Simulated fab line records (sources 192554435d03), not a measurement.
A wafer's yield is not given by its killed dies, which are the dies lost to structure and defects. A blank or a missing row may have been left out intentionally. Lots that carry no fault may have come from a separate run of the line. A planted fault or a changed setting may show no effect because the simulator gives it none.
Matching of chambers	flow n5_finfet	4 sister chambers for N5_FIN_SAQP_FIN_ETCH_36 on rie_si-05
The step etches the open film in HBr/Cl2/O2, target depth 120 nm, time 50.4 s. 4 wafers are shown with their chamber, then 9 later ones without.

== WAFERS, EACH WITH ITS CHAMBER ==
wafer	chamber	oes_product_au (a.u.)
L081.4	3	0.973
L085.3	1	1.011
L085.4	2	1.023
L085.6	0	1.023

== WAFERS WITHOUT THEIR CHAMBER ==
wafer	oes_product_au (a.u.)
L086.2	1.027
L086.3	0.974
L086.5	1.010
L088.1	0.950
L088.3	1.007
L088.6	1.004
L096.1	1.025
L096.2	1.011
L096.4	0.981

== CHAMBER TAKEN BY EACH ==
wafer	from the rows above	in truth
L086.2	can't be placed: 0 or 2 or 1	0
L086.3	3	3
L086.5	can't be placed: 1 or 0 or 2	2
L088.1	3	3
L088.3	can't be placed: 1 or 0 or 2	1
L088.6	can't be placed: 1 or 0 or 2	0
L096.1	can't be placed: 0 or 2 or 1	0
L096.2	can't be placed: 1 or 0 or 2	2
L096.4	3	3
3 of 9 placed correctly. Not placeable from these rows: 6 (in 6, the candidates include the true chamber). Wrongly placed: 0.
How it was worked out, from the rows above alone: a wafer's distance from a chamber is the root of the sum, over the readings, of the square of ((its reading less the chamber's mean) divided by the reading's scatter). The wafer belongs to the nearest chamber; if the next one is less than 2 further off, it can't be placed. A chamber's mean is the mean of its shown wafers. The scatter: root of mean squared gap, hidden wafer to nearest shown wafer, with one shown wafer a chamber.
